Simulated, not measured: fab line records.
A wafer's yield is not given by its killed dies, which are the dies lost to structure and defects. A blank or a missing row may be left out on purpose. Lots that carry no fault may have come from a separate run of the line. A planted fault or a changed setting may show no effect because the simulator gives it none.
fab line records	flow nandHarc
[record] lots = 14	wafers = 42	lastDay = 33
route steps=1302 shown A_CHANNEL_FILL_D2@618 THIN_TSV@1273 END@1302
lots with no fault: from the same line, run without faults
startH: hours from the record's opening day to when the first of the lot's shown wafers began	waitH: time in hours since the lot's previous step	" identical to the entry in the row above	L1.1+2: several wafers, shown together as one row	- no value present, or no start provided	* or withheld: withheld	< > ~ a bound
route shown NAME@n: NAME is a module with steps in the file, n the number in the route of the first one	usual: mean/standard deviation taken from wafers without a fault	same: alike in all rows	chamber/n: place in a boat	sites: readings site by site	_std_site: standard deviation of those values	_edge_site: outer sites' mean less inner sites'	radiusMm: for every site, how far away it sits from the centre of the wafer	mask NAME#n: copy n	behind: the last tool/chamber to shape the wafer	hold: why the lot went on hold/how many hours it stayed there/how the hold came to an end	device: the transistor (n, p or np) that didn't switch	end of line: the tests these same wafers got at the end of their route	a step without rows: its recipe alone	killed: dies lost to structure and defects at the first sort, not the wafer's yield	map: a wafer's dies, marking killed ones x, the rest . and places with no die _
set.NAME: the setting the step ran with; set.NAME@STEP: the setting that earlier step ran with	model.NAME: the simulator's own value behind a step, which no gauge read
one table for each step of the route and one row for each wafer, over a sample of lots
services: the hour from which a tool's chamber was out of use, counted from the record's first day as startH (under 0 if before that day), plus the number of hours and why
[[steps]]
[step NHARC_A_CHANNEL_FILL_D2_CVD_18]
[recipe] targetThkA = 30	tempC = 550	material = poly-Si
[usual] spikeTcLowerC = 550.5/0.98
lot.wafer	tool	chamber	startH	waitH	spikeTcLowerC
L668.2	lpcvdPoly-04	0	332.76	-	550.8
L668.4	"	0	"	"	548.7
L668.6	"	0	"	"	549.7
L669.2	lpcvdPoly-04	0	332.76	-	552.1
L669.3	"	0	"	"	550.9
L669.5	"	0	"	"	551.1
L671.1	lpcvdPoly-02	0	367.45	-	550.2
L671.5	"	0	"	"	551.1
L671.6	"	0	"	"	550.1
L672.2	lpcvdPoly-02	0	367.45	-	550.3
L672.5	"	0	"	"	549.2
L672.6	"	0	"	"	550.6
L673.1	lpcvdPoly-02	0	391.10	-	549.4
L673.2	"	0	"	"	550.3
L673.3	"	0	"	"	551.4
L674.1	lpcvdPoly-02	0	391.10	-	548.9
L674.3	"	0	"	"	550.4
L674.6	"	0	"	"	549.0
L680.3	lpcvdPoly-04	0	474.17	-	550.8
L680.5	"	0	"	"	549.0
L680.6	"	0	"	"	549.3
L682.2	lpcvdPoly-02	0	481.21	-	549.8
L682.4	"	0	"	"	550.3
L682.6	"	0	"	"	551.5
L683.1	lpcvdPoly-02	0	481.21	-	551.3
L683.4	"	0	"	"	550.4
L683.6	"	0	"	"	549.3
L685.1	lpcvdPoly-04	0	501.64	-	551.9
L685.3	"	0	"	"	551.0
L685.5	"	0	"	"	549.8
L686.3	lpcvdPoly-02	0	514.85	-	551.6
L686.4	"	0	"	"	549.2
L686.5	"	0	"	"	549.3
L687.3	lpcvdPoly-04	0	530.03	-	549.2
L687.5	"	0	"	"	551.1
L687.6	"	0	"	"	550.2
L688.1	lpcvdPoly-04	0	530.03	-	550.7
L688.2	"	0	"	"	550.1
L688.6	"	0	"	"	550.8
L690.3	lpcvdPoly-04	0	541.53	-	550.2
L690.4	"	0	"	"	550.2
L690.6	"	0	"	"	550.7
[step NHARC_THIN_TSV_PVD_51]
[recipe] targetThkA = 1000	chamberPressurePa = 5	material = Cu
[usual] throttleValvePct = 29.5/1.4
lot.wafer	tool	chamber	startH	waitH	throttleValvePct
L669.2	pvdSputter-03	-	-	-	31.6
L669.3	"	-	"	"	27.4
L669.5	"	-	"	"	27.5
L668.2	pvdSputter-03	-	-	-	27.5
L668.4	"	-	"	"	31.6
L668.6	"	-	"	"	27.4
L671.1	pvdSputter-01	-	-	-	30.5
L671.6	"	-	"	"	28.7
L671.5	"	-	"	"	30.6
L672.2	pvdSputter-02	-	-	-	30.5
L672.6	"	-	"	"	28.3
L672.5	"	-	"	"	29.4
L674.3	pvdSputter-01	-	-	-	29.9
L674.1	"	-	"	"	29.1
L674.6	"	-	"	"	29.7
L673.1	pvdSputter-01	-	-	-	29.8
L673.3	"	-	"	"	26.8
L673.2	"	-	"	"	28.8
L683.4	pvdSputter-02	-	-	-	31.2
L683.1	"	-	"	"	29.6
L683.6	"	-	"	"	31.0
L680.3	pvdSputter-02	-	-	-	31.1
L680.5	"	-	"	"	28.6
L680.6	"	-	"	"	29.8
L682.2	pvdSputter-01	-	-	-	28.9
L682.4	"	-	"	"	29.5
L682.6	"	-	"	"	26.8
L685.3	pvdSputter-03	-	-	-	30.6
L685.1	"	-	"	"	27.6
L685.5	"	-	"	"	30.4
L686.3	pvdSputter-02	-	-	-	29.6
L686.4	"	-	"	"	29.6
L686.5	"	-	"	"	31.3
L687.3	pvdSputter-02	-	-	-	29.7
L687.6	"	-	"	"	29.7
L687.5	"	-	"	"	31.3
L688.2	pvdSputter-03	-	-	-	30.4
L688.1	"	-	"	"	30.6
L688.6	"	-	"	"	30.5
L690.4	pvdSputter-03	-	-	-	30.3
L690.3	"	-	"	"	30.7
L690.6	"	-	"	"	27.8
[step NHARC_THIN_TSV_ETCH_36]
[recipe] targetDepthA = 650	overEtchFrac = 0.3	timeS = 18.571	ionEnergyEv = 150	chemistry = Cl2/BCl3
[usual] drypumpMotorCurrentA = 5.7/0.37	oesProductAu = 1.000/0.011
[same] overEtchFrac = 0.3
lot.wafer	tool	chamber	startH	waitH	drypumpMotorCurrentA	oesProductAu	rfHoursCounterH
L669.2	rieMetal-01	0	554.46	0.2	5.7	0.995	2.3
L669.3	"	0	"	"	5.7	0.991	-
L669.5	"	1	"	"	5.0	0.982	-
L668.2	rieMetal-01	1	566.93	0.2	5.0	0.985	2.8
L668.4	"	0	"	"	5.7	0.999	-
L668.6	"	1	"	"	5.0	0.977	-
L671.1	rieMetal-02	1	584.24	0.2	5.6	0.993	2.1
L671.5	"	1	"	"	5.6	0.992	-
L671.6	"	0	"	"	5.8	0.995	-
L672.2	rieMetal-02	0	592.21	0.2	5.8	0.988	2.3
L672.5	"	1	"	"	5.6	0.996	-
L672.6	"	0	"	"	5.8	0.994	-
L674.1	rieMetal-01	1	622.83	0.2	5.0	1.008	0.2
L674.3	"	1	"	"	5.0	1.009	-
L674.6	"	0	"	"	5.7	0.995	-
L673.1	rieMetal-03	1	632.09	0.2	6.2	1.023	1.8
L673.2	"	0	"	"	5.9	1.015	1.8
L673.3	"	1	"	"	6.2	1.018	-
L683.1	rieMetal-01	0	696.26	0.2	5.7	0.994	1.7
L683.4	"	1	"	"	5.0	0.993	-
L683.6	"	1	"	"	5.0	0.999	-
L680.3	rieMetal-01	1	704.15	0.1	5.0	1.003	-
L680.6	"	0	"	"	5.7	0.992	-
L680.5	"	1	"	"	5.0	1.003	-
L682.2	rieMetal-03	1	715.50	0.2	6.2	1.009	0.2
L682.4	"	1	"	"	6.2	1.004	-
L682.6	"	0	"	"	5.9	1.002	-
L685.1	rieMetal-02	1	721.96	0.2	5.6	1.002	1.8
L685.3	"	1	"	"	5.6	1.004	-
L685.5	"	1	"	"	5.6	1.018	-
L686.4	rieMetal-01	1	735.51	0.2	5.0	0.993	-
L686.3	"	0	"	"	5.7	0.999	-
L686.5	"	1	"	"	5.0	1.001	-
L687.3	rieMetal-02	1	753.30	0.1	5.6	1.005	-
L687.5	"	1	"	"	5.6	1.011	-
L687.6	"	0	"	"	5.8	0.997	-
L688.2	rieMetal-03	0	754.58	0.2	5.9	0.988	0.8
L688.1	"	1	"	"	6.3	1.012	0.8
L688.6	"	1	"	"	6.3	1.005	-
L690.4	rieMetal-03	1	769.72	0.1	6.2	1.017	-
L690.3	"	0	"	"	5.9	0.990	-
L690.6	"	1	"	"	6.2	1.012	-
[step NHARC_END_SORT_01]
[recipe] tempC = 25
[usual] killedAtArray = 55/12	killedAtOther = 1.0/1.2	killedAtPeriphery = 3.9/2.6	killedDies = 60/12	killedOpen = 3.3/1.9	killedShort = 2.5/1.8
[same] grossDies = 677
lot.wafer	tool	chamber	startH	waitH	killedAtArray	killedAtOther	killedAtPeriphery	killedDies	killedOpen	killedShort
L674.1	prober-01	0	631.41	2.5	135	1	5	141	3	0
L674.3	prober-01	0	632.99	3.1	138	1	1	140	0	0
L674.6	prober-01	0	635.37	4.0	136	1	5	142	0	3
L673.1	prober-02	0	640.49	2.5	125	0	5	130	3	0
L673.2	prober-02	0	641.29	2.8	133	3	5	141	2	2
L673.3	prober-02	0	642.08	3.1	136	2	7	145	4	3
// killed by level:class
L674.1 A_CHANNEL_FILL_D2:unspecified=88 A_CHANNEL_HOLE_D1:chamberFilmFlake=24 A_CHANNEL_HOLE_D2:chamberFilmFlake=13 P_BONDPAD:chamberFilmFlake=3 A_CONTACT:chamberFilmFlake=3 A_BONDPAD:chamberFilmFlake=3 A_ONON_D1:geometricParticle:open=1 A_DECK1_JOINT:geometricParticle:open=1
L674.3 A_CHANNEL_FILL_D2:unspecified=78 A_CHANNEL_HOLE_D1:chamberFilmFlake=34 A_CHANNEL_HOLE_D2:chamberFilmFlake=14 A_CONTACT:chamberFilmFlake=3 A_BONDPAD:chamberFilmFlake=3 A_CHANNEL_FILL_D2:chamberFilmFlake=2 A_STAIRCASE:chamberFilmFlake=2 P_BONDPAD:chamberFilmFlake=1
L674.6 A_CHANNEL_FILL_D2:unspecified=83 A_CHANNEL_HOLE_D1:chamberFilmFlake=30 A_CHANNEL_HOLE_D2:chamberFilmFlake=14 P_BONDPAD:chamberFilmFlake=5 A_WL_FILL:chamberFilmFlake=2 A_CONTACT:chamberFilmFlake=2 A_CHANNEL_FILL_D1:geometricParticle:short=1 A_ONON_D2:geometricParticle:short=1
L673.1 A_CHANNEL_FILL_D2:unspecified=82 A_CHANNEL_HOLE_D2:chamberFilmFlake=28 A_DECK1_JOINT:chamberFilmFlake=4 A_CONTACT:chamberFilmFlake=4 A_CHANNEL_HOLE_D1:chamberFilmFlake=3 P_BONDPAD:chamberFilmFlake=2 P_M0:geometricParticle:open=1 A_ONON_D2:geometricParticle:open=1
L673.2 A_CHANNEL_FILL_D2:unspecified=88 A_CHANNEL_HOLE_D2:chamberFilmFlake=25 A_CHANNEL_HOLE_D1:chamberFilmFlake=5 A_CONTACT:chamberFilmFlake=5 THIN_TSV:chamberFilmFlake=3 P_GATE:chamberFilmFlake=2 A_STAIRCASE:chamberFilmFlake=2 A_WL_FILL:chamberFilmFlake=2
L673.3 A_CHANNEL_FILL_D2:unspecified=86 A_CHANNEL_HOLE_D2:chamberFilmFlake=34 A_CHANNEL_HOLE_D1:chamberFilmFlake=4 P_BONDPAD:chamberFilmFlake=3 A_WL_FILL:geometricParticle:short=2 P_GATE:chamberFilmFlake=2 THIN_TSV:chamberFilmFlake=2 A_WL_FILL:chamberFilmFlake=2
[[services]]
tool	chamber	startH	hours	kind
pvdSputter-03	-	328.09	1.5	repair
rieMetal-03	-	342.00	9.0	pm
pvdSputter-02	-	342.96	7.3	repair
pvdSputter-03	-	349.62	10.0	pm
rieMetal-01	-	350.29	0.6	repair
pvdSputter-03	-	396.20	26.5	repair
pvdSputter-01	-	404.00	10.0	pm
rieMetal-02	-	411.62	5.3	repair
pvdSputter-01	-	421.48	0.7	repair
pvdSputter-02	-	422.51	16.5	repair
rieMetal-01	-	432.81	9.0	pm
pvdSputter-03	-	454.04	6.8	repair
rieMetal-02	-	454.07	9.0	pm
pvdSputter-01	-	457.17	22.1	repair
pvdSputter-02	-	464.08	10.0	pm
pvdSputter-03	-	489.50	0.6	repair
rieMetal-03	-	519.00	9.0	pm
pvdSputter-03	-	527.62	10.0	pm
rieMetal-01	-	609.81	9.0	pm
pvdSputter-02	-	642.10	10.0	pm
pvdSputter-03	-	669.46	0.9	repair
pvdSputter-03	-	697.25	1.1	repair
pvdSputter-03	-	705.62	10.0	pm
pvdSputter-02	-	739.07	5.1	repair
[[key]]
[firstSign] step = NHARC_END_SORT_01	reading = killedDies	direction = up	sigmas = 6.7	usual = 60	struck = 140
[effect] step = NHARC_END_SORT_01	reading = killedAtArray	direction = up	sigmas = 6.6	usual = 55	struck = 134
[moreKillsBornAt] NHARC_A_CHANNEL_FILL_D2_CVD_18@lpcvdPoly-02 = 505
metAt NHARC_A_CHANNEL_FILL_D2_CVD_18
struckLots L673,L674
testerLeftOut L673,L674
notActingAt NHARC_THIN_TSV_PVD_51,NHARC_THIN_TSV_ETCH_36
onsetBetween 367.45 391.10
[fault] kind = chamberParticleSource	tool = lpcvdPoly-02	chamber = -	onsetH = 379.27	steps = NHARC_A_CHANNEL_FILL_D2_CVD_18	ratePerVisitCm2 = 0.81264	endH = 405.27
// testerLeftOut: of these lots the tester's yield and bins aren't shown, on N5 and GAA mostly nor the transistor test; their killed dies are dies lost to structure and defects alone, not to doping, threshold or leakage, so they don't give the yield
